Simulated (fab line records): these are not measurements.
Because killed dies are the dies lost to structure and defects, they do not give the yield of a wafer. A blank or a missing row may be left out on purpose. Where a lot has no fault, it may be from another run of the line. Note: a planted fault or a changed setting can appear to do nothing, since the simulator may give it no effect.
Comparing a struck lot with a sound one / flow nand_harc / 15 steps out of a route of 1302
Sound: the wafers L196.2, L196.3, L196.5. Struck: wafer L211.5 (left out: L211.2, L211.3 of the same lot, which were not struck); the cause appears at the end.
Per side, at each step with rows, come the tool, then ch with its chambers, and then its first start. Under that, the readings that differ: sound wafers / struck wafers / difference of the means / sigmas: that difference in standard deviations of wafers without a fault.
alike: same words and numbers on both sides, and readings whose means sit less than 2 such deviations apart. not compared: any withheld reading, any reading some wafer has no value for, any bound like >300 that may hide the same value, and any number with overlapping values for which the record gives no deviation.
Wherever a step has rows on one side only, a row that says differs or no value, or a row with sigmas, the two part there. When numbers do not overlap yet have no deviation, they are printed without sigmas and do not part them. A reading that every wafer of one side lacks parts them only if that side has two wafers or more.

NHARC_A_CONTACT_ETCH_134: etches the open film in C4F8/O2/Ar, time 140 s, target depth 700 nm.
  sound on har_cap_etch-01 ch 1, day 23 07:23; struck on har_cap_etch-02 ch 1, day 29 13:43
  alike: run_length_s
  not compared: rf_hours_counter_h
NHARC_A_CONTACT_ETCH_135: etches the open film in C4F8/O2/Ar, time 311 s, target depth 1912 nm.
  sound on har_cap_etch-01 ch 1, day 23 07:35; struck on har_cap_etch-02 ch 1, day 29 13:55
  not compared: rf_hours_counter_h, run_length_s
NHARC_A_CONTACT_ETCH_136: etches the open film in C4F8/O2/Ar, time 311 s, target depth 1912 nm.
  sound on har_cap_etch-01 ch 1, day 23 07:52; struck on har_cap_etch-02 ch 1, day 29 14:10
  not compared: rf_hours_counter_h, run_length_s
then, 2 steps without rows for these wafers: NHARC_A_CONTACT_ETCH_137 (etches the open film in C4F8/O2/Ar, time 311 s, target depth 1912 nm); NHARC_A_CONTACT_ETCH_138 (etches the open film in C4F8/O2/Ar, time 311 s, target depth 1914 nm).
NHARC_A_CONTACT_ETCH_139: etches the open film in C4F8/O2/Ar, time 195 s, target depth 840 nm.
  sound on har_cap_etch-01 ch 1, day 23 08:40; struck on har_cap_etch-02 ch 1, day 29 14:59
reading=run_length_s (s); sound=225.4 225.4 225.9; struck=226.4; difference=+0.8; sigmas=+2
  not compared: rf_hours_counter_h
then, 1 step without rows for these wafers: NHARC_A_CONTACT_ETCH_92 (etches the open film in CH3F/O2, target depth 40 nm, time 85.7 s).
NHARC_A_CONTACT_ETCH_98: etches the open film in C4F6/O2, target depth 20 nm, time 10 s.
  sound: rie_diel-08 ch 1,2,3; struck: rie_diel-04 ch 1
reading=oes_product_au (a.u.); sound=1.000 1.008 0.998; struck=0.939; difference=-0.063; sigmas=-3
reading=rf_vpp_V (V); sound=545 546 540; struck=552; difference=+8; sigmas=+2
reading=showerhead_plenum_p_Torr (Torr); sound=3.84 3.91 3.70; struck=4.16; difference=+0.34; sigmas=+2
  alike: drypump_motor_current_A, run_length_s, throttle_valve_pct
  not compared: rf_hours_counter_h
NHARC_A_CONTACT_CD_MEAS_15:
  sound on cd_sem-02 at day 23 09:28; struck on cd_sem-02 at day 29 15:46
  alike: cd_nm
then, 3 steps without rows for these wafers: NHARC_A_CONTACT_STRIP_107 (strips in N2/H2); NHARC_A_CONTACT_STRIP_108 (strips in CF4/CHF3); NHARC_A_CONTACT_STRIP_109 (strips in O2/COS).
NHARC_A_CONTACT_ETCH_110: etches the open film in CF4/O2, target depth 60 nm, overetch 6 nm, time 33 s.
  sound on rie_diel-08 ch 1,3, day 23 09:58; struck on rie_diel-08 ch 0, day 29 16:04
reading=run_length_s (s); sound=53.8 54.2 53.7; struck=50.2; difference=-3.7; sigmas=-10
reading=showerhead_plenum_p_Torr (Torr); sound=1.30 1.25 1.30; struck=1.44; difference=+0.16; sigmas=+2
  alike: cf4_flow_sccm, drypump_motor_current_A, oes_product_au, rf_vpp_V, throttle_valve_pct
  not compared: rf_hours_counter_h
then, 1 step without rows for these wafers: NHARC_A_CONTACT_STRIP_26 (strips in O2).
-- the record jumps here: 2 days lie between the struck wafers' starts before and after (it left off in module A_CONTACT and takes up again in module END, whose first step shown is number 1302 of the route) --
NHARC_END_SORT_01:
  at this point the record logs the struck wafers (prober-01 ch 0, day 31 23:37) and has no rows for the sound ones

## WHERE THEY PART
First at NHARC_A_CONTACT_ETCH_139; last, within this record, at NHARC_END_SORT_01.

WHY: what had been put in by the simulator
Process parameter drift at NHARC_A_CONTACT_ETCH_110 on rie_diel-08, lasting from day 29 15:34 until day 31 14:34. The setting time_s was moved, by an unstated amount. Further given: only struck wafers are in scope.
